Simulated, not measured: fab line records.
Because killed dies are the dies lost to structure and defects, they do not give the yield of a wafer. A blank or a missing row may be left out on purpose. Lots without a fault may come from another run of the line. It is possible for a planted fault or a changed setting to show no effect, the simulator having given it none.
8D (eight disciplines) problem report, filled in by code / flow nand-harc / the parts of the form that need people (team, actions taken, sign-off) are left out

## 1. WHAT WENT WRONG
Mean of killed-at-array at NHARC_END_SORT_01: 673 across 4 wafers in 3 lots; on wafers with no fault it is 28 (standard deviation 11). Relative to the usual mean, that is a shift of +59 standard deviations.
First seen on wafer L890.6, day 22 00:44, on prober-01. The record holds 7 wafers of 3 lots with a number at this step. Rule for "out", or "out of limits": more than 4 standard deviations from the usual mean. The rest of the wafers with a number are treated as sound.

## 2. WHAT IT IS, WHAT IT ISN'T
question=which readings at this step | is=killed-at-array, killed-dies | is not=killed-at-other, killed-at-periphery
question=which lots | is=L890, L891, L893 | is not=-
question=which wafers of those lots | is=L890.6, L891.4, L893.4, L893.6 | is not=L890.1, L890.5, L891.1
question=read on which gauges | is=prober-01, prober-02 | is not=-
question=when | is=from day 22 00:44 | is not=up to then (2 sound wafers); but 1 sound wafer of L891 came after

## 3. WHAT RULES OUT EACH SUSPECT
Counting: any tool at a process step up to the reading remains a suspect provided it ran every lot that is out. Sound lots after the first of them don't rule it out here, since some wafers of a struck lot are sound.
- the gauge at NHARC_END_SORT_01 has been ruled out. The wafers that are out were read on 2 gauges (prober-01, prober-02).
- rie-metal-03 at NHARC_A_WL_FILL_ETCHBACK_04 (etches the open film in NF3, target depth 60 nm, time 120 s): kept. It ran every lot that is out, first L890 (day 17 23:55). Its own readings are out on those wafers: run-length-s.
- plasma-asher-01 at NHARC_A_WL_FILL_STRIP_27 (strips in N2/H2, time 20 s): kept. It ran every lot that is out, first L890 (day 18 00:16).
What counting leaves: rie-metal-03 at NHARC_A_WL_FILL_ETCHBACK_04 and plasma-asher-01 at NHARC_A_WL_FILL_STRIP_27.

## 4. THE CAUSE (what the simulator had put in)
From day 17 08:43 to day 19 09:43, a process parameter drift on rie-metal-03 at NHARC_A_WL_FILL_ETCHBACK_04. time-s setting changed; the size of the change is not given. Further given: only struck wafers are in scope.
Counting leaves 2 suspects; this tool is one of them.

## 5. SEQUENCE OF EFFECTS, ordered by route
Rows list readings where the struck wafers' mean (over those with a number) sits beyond 3 standard deviations from the usual. Readings are gone through only where the record gives a usual standard deviation; hours: the median, over the lots, of the time from a lot's start at the first step in this table giving one to that lot's start at this step; sigmas: the change measured in usual standard deviations.
hours=0; step=NHARC_A_WL_FILL_ETCHBACK_04; reading=run-length-s; usual=141.1 s; on struck wafers=78.1; change=-63.0; sigmas=-99 or more
hours=97; step=NHARC_END_SORT_01; reading=killed-at-array; usual=28; on struck wafers=673; change=+645; sigmas=+59
hours=97; step=NHARC_END_SORT_01; reading=killed-dies; usual=32; on struck wafers=677; change=+645; sigmas=+59
Its process steps:
- NHARC_A_WL_FILL_ETCHBACK_04: etches the open film in NF3, target depth 60 nm, time 120 s.

## 6. HOW IT WOULD HAVE BEEN CAUGHT EARLIER
Counted from the fault's start at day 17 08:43, it took 112 hours until the first out-of-limits reading at a measuring or inspecting step in this record, taken at day 22 00:44.
At NHARC_A_WL_FILL_ETCHBACK_04, the tool's own readings (run-length-s) were out on each struck wafer the step has a row for, so an alarm limit on them would have fired on the first such wafer.
By day 22 00:44 the whole set of lots that are out, 3 in number, had already begun NHARC_A_WL_FILL_ETCHBACK_04 on rie-metal-03. Tool hold at that time: it would have spared none of them.
